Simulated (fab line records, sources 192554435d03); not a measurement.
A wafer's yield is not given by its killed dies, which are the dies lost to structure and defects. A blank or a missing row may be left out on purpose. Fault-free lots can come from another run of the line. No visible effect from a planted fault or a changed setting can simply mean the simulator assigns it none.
Matching of chambers | flow n5_finfet | N5_BEOL_M9_VIA_ETCH_34 on rie_diel-05 has 4 sister chambers
The step etches SiCOH lowk in C4F6/O2, target depth 182.4 nm, time 68.4 s. 14 wafers are shown with their chamber, then 7 later ones without.

## WAFERS PAIRED WITH THEIR CHAMBERS
wafer  | chamber | throttle_valve_pct (%) | showerhead_plenum_p_Torr (Torr) | oes_o_777_au (a.u.)
L079.1 | 3       | 20.75                  | 2.96                            | 0.72
L079.3 | 2       | 21.46                  | 2.95                            | 0.70
L079.5 | 3       | 20.76                  | 2.96                            | 0.72
L082.1 | 3       | 20.77                  | 2.95                            | 0.71
L082.2 | 2       | 21.47                  | 2.95                            | 0.70
L082.6 | 0       | 21.04                  | 2.68                            | 0.72
L084.1 | 2       | 21.48                  | 2.94                            | 0.69
L084.3 | 3       | 20.77                  | 2.95                            | 0.71
L084.6 | 2       | 21.46                  | 2.94                            | 0.69
L086.2 | 1       | 20.84                  | 2.86                            | 0.80
L086.3 | 0       | 21.06                  | 2.67                            | 0.71
L086.4 | 3       | 20.79                  | 2.95                            | 0.71
L087.2 | 3       | 20.80                  | 2.95                            | 0.71
L087.4 | 1       | 20.85                  | 2.85                            | 0.80

SIGNATURES (averages over the wafers above)
reading                  | chamber 0 | chamber 1 | chamber 2 | chamber 3 | scatter within a chamber
throttle_valve_pct       | 21.0500   | 20.8450   | 21.4675   | 20.7733   | 0.015
showerhead_plenum_p_Torr | 2.6750    | 2.8550    | 2.9450    | 2.9533    | 0.00577
oes_o_777_au             | 0.7150    | 0.8000    | 0.6950    | 0.7133    | 0.00532
Rule: for each reading, subtract the chamber's mean from the wafer's reading, divide by that reading's scatter and square the result; add these up over the readings and take the root, which gives the wafer's distance from the chamber. If the next closest chamber is less than 2 further off than the closest, the wafer can't be placed; otherwise it belongs to the closest. The scatter: the root of (the sum of the squares of (reading less its chamber's mean) over the shown wafers, divided by (wafers less chambers)).

## WAFERS WITH NO CHAMBER GIVEN
wafer  | throttle_valve_pct (%) | showerhead_plenum_p_Torr (Torr) | oes_o_777_au (a.u.)
L087.6 | 21.08                  | 2.67                            | 0.72
L091.2 | 21.50                  | 2.94                            | 0.69
L091.3 | 20.80                  | 2.95                            | 0.70
L091.4 | 20.87                  | 2.85                            | 0.80
L095.1 | 20.88                  | 2.85                            | 0.79
L095.3 | 20.80                  | 2.94                            | 0.69
L095.4 | 20.70                  | 3.01                            | 0.95

## EACH ONE'S CHAMBER
wafer  | from the rows above | in truth
L087.6 | 0                   | 0
L091.2 | 2                   | 2
L091.3 | 3                   | 3
L091.4 | 1                   | 1
L095.1 | 1                   | 1
L095.3 | 3                   | 3
L095.4 | 1                   | 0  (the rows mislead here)
Correct placement for 6 of the 7. Left unplaced by these rows: 0. Wrongly placed: 1.
